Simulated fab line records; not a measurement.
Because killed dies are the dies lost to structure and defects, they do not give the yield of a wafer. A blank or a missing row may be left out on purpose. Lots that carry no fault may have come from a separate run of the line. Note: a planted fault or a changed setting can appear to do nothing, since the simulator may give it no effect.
Chamber matching :: flow n5 finfet :: N5_BEOL_M3_DESCUM_16 on rie diel-05: 4 sister chambers
The step chemistry O2, time 7 s. 7 wafers are shown with their chamber, then 12 later ones without.

EACH WAFER AND ITS CHAMBER
wafer: L079.6
chamber: 3
throttle valve pct (%): 20.40
showerhead plenum p Torr (Torr): 2.18

wafer: L086.4
chamber: 0
throttle valve pct (%): 20.15
showerhead plenum p Torr (Torr): 2.08

wafer: L087.5
chamber: 1
throttle valve pct (%): 20.43
showerhead plenum p Torr (Torr): 2.23

wafer: L087.6
chamber: 0
throttle valve pct (%): 20.14
showerhead plenum p Torr (Torr): 2.08

wafer: L089.1
chamber: 2
throttle valve pct (%): 20.40
showerhead plenum p Torr (Torr): 2.05

wafer: L089.4
chamber: 1
throttle valve pct (%): 20.45
showerhead plenum p Torr (Torr): 2.22

wafer: L089.6
chamber: 2
throttle valve pct (%): 20.39
showerhead plenum p Torr (Torr): 2.05

WAFERS WITH NO CHAMBER GIVEN
wafer: L090.1
throttle valve pct (%): 20.43
showerhead plenum p Torr (Torr): 2.22

wafer: L090.2
throttle valve pct (%): 20.40
showerhead plenum p Torr (Torr): 2.05

wafer: L090.5
throttle valve pct (%): 20.45
showerhead plenum p Torr (Torr): 2.22

wafer: L093.1
throttle valve pct (%): 20.44
showerhead plenum p Torr (Torr): 2.22

wafer: L093.4
throttle valve pct (%): 20.18
showerhead plenum p Torr (Torr): 2.07

wafer: L093.6
throttle valve pct (%): 20.18
showerhead plenum p Torr (Torr): 2.07

wafer: L092.1
throttle valve pct (%): 20.19
showerhead plenum p Torr (Torr): 2.07

wafer: L092.3
throttle valve pct (%): 20.41
showerhead plenum p Torr (Torr): 2.05

wafer: L092.6
throttle valve pct (%): 20.45
showerhead plenum p Torr (Torr): 2.22

wafer: L096.1
throttle valve pct (%): 20.17
showerhead plenum p Torr (Torr): 2.07

wafer: L096.3
throttle valve pct (%): 20.45
showerhead plenum p Torr (Torr): 2.22

wafer: L096.5
throttle valve pct (%): 20.45
showerhead plenum p Torr (Torr): 2.17

WHICH CHAMBER EACH ONE RAN IN
wafer: L090.1
from the rows above: 1
in truth: 1

wafer: L090.2
from the rows above: 2
in truth: 2

wafer: L090.5
from the rows above: 1
in truth: 1

wafer: L093.1
from the rows above: 1
in truth: 1

wafer: L093.4
from the rows above: 0
in truth: 0

wafer: L093.6
from the rows above: 0
in truth: 0

wafer: L092.1
from the rows above: 0
in truth: 0

wafer: L092.3
from the rows above: 2
in truth: 2

wafer: L092.6
from the rows above: 1
in truth: 1

wafer: L096.1
from the rows above: 0
in truth: 0

wafer: L096.3
from the rows above: 1
in truth: 1

wafer: L096.5
from the rows above: 3
in truth: 3
Correct placement for 12 of the 12. Not placeable from these rows: 0. Wrongly placed: 0.
How it was worked out, from the rows above alone: a wafer's distance from a chamber is the root of the sum, over the readings, of the square of ((its reading less the chamber's mean) divided by the reading's scatter). If the next closest chamber is less than 2 further off than the closest, the wafer can't be placed; otherwise it belongs to the closest. The mean given for a chamber averages the wafers shown for that chamber. The scatter is the square root of a quotient: the sum, over the shown wafers, of each reading's squared deviation from its chamber's mean, divided by wafers minus chambers.
